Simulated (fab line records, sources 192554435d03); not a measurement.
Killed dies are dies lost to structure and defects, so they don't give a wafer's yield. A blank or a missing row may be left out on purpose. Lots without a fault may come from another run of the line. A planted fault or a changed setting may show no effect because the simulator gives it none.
Split-lot experiment | flow n5_finfet | 7 lots, 21 wafers read, on a route of 1938 steps

THE SPLIT
At N5_FIN_CUT_COAT_02 (resist thk 30 nm), the setting spin_rpm was moved away from the recipe's 1500 rpm on 9 of the 21 wafers read, by -10.7% to +3.5%. The other wafers ran this setting at the recipe's value.

FROM THE SPLIT TO THE READING: what the file shows between them, 3 steps
- N5_FIN_CUT_EBR_04
- N5_FIN_CUT_SOFTBAKE_03: time 60 s
- N5_FIN_CUT_DESCUM_13: chemistry O2, time 7 s

THE READING
CAR-EUV_of_FIN_CUT_COAT_02.thk_nm (the simulator's own value, which no gauge read), in nm, at N5_FIN_CUT_ETCH_30 (etches underlayer in N2/H2, target depth 13 nm, time 10.4 s). The file gives no usual value for it. The 12 wafers here that ran the recipe average 14.6 nm, standard deviation 0.16 nm.

wafer  | tool, chamber at the split | spin_rpm as run, rpm | against the recipe | CAR-EUV_of_FIN_CUT_COAT_02.thk_nm, nm | against lot-mates on the recipe
L078.1 | litho_track-03, 0          | 1377                 | -8.2%              | 16.2                                  | +1.4
L078.4 | litho_track-03, 0          | 1377                 | -8.2%              | 16                                    | +1.2
L078.5 | litho_track-03, 0          | 1500                 | recipe             | 14.8                                  | -
L080.3 | litho_track-03, 0          | 1500                 | recipe             | 14.6                                  | -
L080.6 | litho_track-03, 0          | 1500                 | recipe             | 14.6                                  | -
L080.4 | litho_track-03, 0          | 1552                 | +3.5%              | 14                                    | -0.6
L081.2 | litho_track-03, 0          | 1500                 | recipe             | 14.8                                  | -
L081.3 | litho_track-03, 0          | 1500                 | recipe             | 14.8                                  | -
L081.5 | litho_track-03, 0          | 1500                 | recipe             | 14.8                                  | -
L088.1 | litho_track-02, 0          | 1500                 | recipe             | 14.4                                  | -
L088.3 | litho_track-02, 0          | 1451                 | -3.3%              | 15                                    | +0.6
L088.5 | litho_track-02, 0          | 1451                 | -3.3%              | 14.8                                  | +0.4
L091.1 | litho_track-03, 0          | 1500                 | recipe             | 14.4                                  | -
L091.2 | litho_track-03, 0          | 1500                 | recipe             | 14.6                                  | -
L091.6 | litho_track-03, 0          | 1500                 | recipe             | 14.6                                  | -
L093.1 | litho_track-03, 0          | 1439                 | -4.1%              | 15                                    | +0.6
L093.2 | litho_track-03, 0          | 1439                 | -4.1%              | 15                                    | +0.6
L093.4 | litho_track-03, 0          | 1500                 | recipe             | 14.4                                  | -
L096.2 | litho_track-05, 0          | 1340                 | -10.7%             | 16.2                                  | +1.8
L096.5 | litho_track-05, 0          | 1500                 | recipe             | 14.4                                  | -
L096.6 | litho_track-05, 0          | 1340                 | -10.7%             | 16.4                                  | +2.0

THE FIT
A straight line over all 21 wafers: CAR-EUV_of_FIN_CUT_COAT_02.thk_nm changes by -0.163 nm for each +1% of spin_rpm; r = -0.96; the points scatter about the line by 0.19 nm.
The same after taking each lot's own level away (the mean of its wafers on the recipe; 21 wafers): -0.17 nm for each +1%; r = -0.99; scatter 0.085 nm.
On that fit, the largest move of spin_rpm shifts the reading by 1.8 nm.
The lots' own levels span 14.40 to 14.80 nm, that is 2.4 times the standard deviation above.
So the lot-to-lot level changes the slope little: the two slopes agree.
Check: with one of the wafers moved furthest among these (-10.7%) left out of the fit, the line predicts +1.8 nm for it against its lot-mates. It came out at +1.8 nm against them.

OTHER SPLITS ON THESE WAFERS
These wafers also went through other splits before the reading. Each is held against what the fit with the lots' levels taken away leaves over:
other split on the same wafers          | wafers away from the commonest value | r with CAR-EUV_of_FIN_CUT_COAT_02.thk_nm (lot level and that fit taken away)
N5_ZERO_LAYER_COAT_05 spin_rpm          | 10                                   | -0.05
N5_ZERO_LAYER_DEVELOP_10 develop_time_s | 7                                    | +0.24
N5_WELL_APT_COAT_02 spin_rpm            | 2                                    | -0.02
N5_WELL_APT_EXPOSE_05 dose_mj           | 7                                    | -0.09
N5_FIN_SAQP_PEB_14 peb_time_s           | 6                                    | +0.05
N5_FIN_SAQP_DEVELOP_15 develop_time_s   | 4                                    | +0.01

THE WHOLE CHAIN: every reading that the file lists as answering this split, in the file's order
step                 | what it does                                                | reading                                                                            | change (the file's fit)               | r (the file's)
N5_FIN_CUT_COAT_02   | resist thk 30 nm                                            | CAR-EUV_of_FIN_CUT_COAT_02.thk_nm (the simulator's own value, which no gauge read) | -0.152 nm for each +1% of the setting | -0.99
N5_FIN_CUT_DESCUM_13 | chemistry O2, time 7 s                                      | CAR-EUV_of_FIN_CUT_COAT_02.thk_nm (the simulator's own value, which no gauge read) | -0.162 nm for each +1% of the setting | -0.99
N5_FIN_CUT_ETCH_30   | etches underlayer in N2/H2, target depth 13 nm, time 10.4 s | CAR-EUV_of_FIN_CUT_COAT_02.thk_nm (the simulator's own value, which no gauge read) | -0.168 nm for each +1% of the setting | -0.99

THE FILE'S OWN FIT
CAR-EUV_of_FIN_CUT_COAT_02.thk_nm changes by -0.168 nm for each +1% of spin_rpm, r = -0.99.
